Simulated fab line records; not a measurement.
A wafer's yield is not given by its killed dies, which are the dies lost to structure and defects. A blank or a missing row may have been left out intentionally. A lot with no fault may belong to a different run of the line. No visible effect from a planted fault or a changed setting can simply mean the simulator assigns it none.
Chamber matching | flow nand-harc | 4 sister chambers for NHARC_A_DECK1_JOINT_CMP_02 on cmp-03
The step polishes SiOx. 4 wafers are shown with their chamber, then 8 later ones without.

== WAFERS PAIRED WITH THEIR CHAMBERS ==
wafer  | chamber | motor-current-A (A)
L085.3 | 3       | 12.8
L089.4 | 1       | 11.9
L089.5 | 0       | 12.7
L090.3 | 2       | 11.2

== WAFERS WHOSE CHAMBER IS MISSING ==
wafer  | motor-current-A (A)
L090.5 | 13.3
L090.6 | 12.8
L091.1 | 12.9
L091.2 | 13.8
L091.5 | 12.7
L093.1 | 11.5
L093.2 | 11.2
L093.6 | 11.7

== WHICH CHAMBER EACH WENT THROUGH ==
wafer  | from the rows above          | in truth
L090.5 | can't be placed: 3 or 0      | 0
L090.6 | can't be placed: 3 or 0      | 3
L091.1 | can't be placed: 3 or 0      | 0
L091.2 | can't be placed: 3 or 0      | 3
L091.5 | can't be placed: 0 or 3 or 1 | 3
L093.1 | can't be placed: 2 or 1      | 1
L093.2 | can't be placed: 2 or 1      | 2
L093.6 | can't be placed: 1 or 2 or 0 | 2
Correct placement for 0 of the 8. Unplaceable from these rows: 8, with the true chamber sitting among the candidates in 8. 0 placed wrongly.
How it was worked out, from the rows above alone: a wafer's distance from a chamber is the root of the sum, over the readings, of the square of ((its reading less the chamber's mean) divided by the reading's scatter). If the next closest chamber is less than 2 further off than the closest, the wafer can't be placed; otherwise it belongs to the closest. For every chamber, the mean is computed from those of its wafers that are shown. The scatter: with one shown wafer a chamber, the root of the mean of the squares of how far each hidden wafer lies from its nearest shown one.
